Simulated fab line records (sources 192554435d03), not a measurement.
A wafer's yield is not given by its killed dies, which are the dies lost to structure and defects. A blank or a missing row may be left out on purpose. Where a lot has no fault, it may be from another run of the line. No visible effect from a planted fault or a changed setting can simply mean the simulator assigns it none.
Chamber matching    flow n5 finfet    4 sister chambers for N5_BEOL_M14_ETCH_59 on rie diel-06
The step etches BARC in N2/H2, target depth 89 nm, overetch 26.7 nm, time 67.9 s. 4 wafers are shown with their chamber, then 8 later ones without.

## WAFERS WITH THEIR CHAMBER
wafer   chamber  showerhead plenum p Torr (Torr)
L082.2  3        2.45
L085.6  0        2.48
L087.6  1        2.56
L088.1  2        2.67

## WAFERS WITHOUT THEIR CHAMBER
wafer   showerhead plenum p Torr (Torr)
L088.3  2.48
L088.4  2.45
L092.1  2.67
L092.4  2.48
L092.6  2.44
L094.2  2.55
L094.3  2.48
L094.6  2.48

## EACH ONE'S CHAMBER
wafer   from the rows above  in truth
L088.3  0                    0
L088.4  3                    3
L092.1  2                    2
L092.4  0                    0
L092.6  3                    3
L094.2  1                    1
L094.3  0                    0
L094.6  0                    0
8 of 8 placed correctly. Left unplaced by these rows: 0. Number placed wrongly: 0.
How it was worked out, from the rows above alone: a wafer's distance from a chamber is the root of the sum, over the readings, of the square of ((its reading less the chamber's mean) divided by the reading's scatter). If the next closest chamber is less than 2 further off than the closest, the wafer can't be placed; otherwise it belongs to the closest. For every chamber, the mean is computed from those of its wafers that are shown. The scatter (one wafer shown for each chamber): square how far every hidden wafer sits from the nearest shown wafer, average those squares and take the square root.
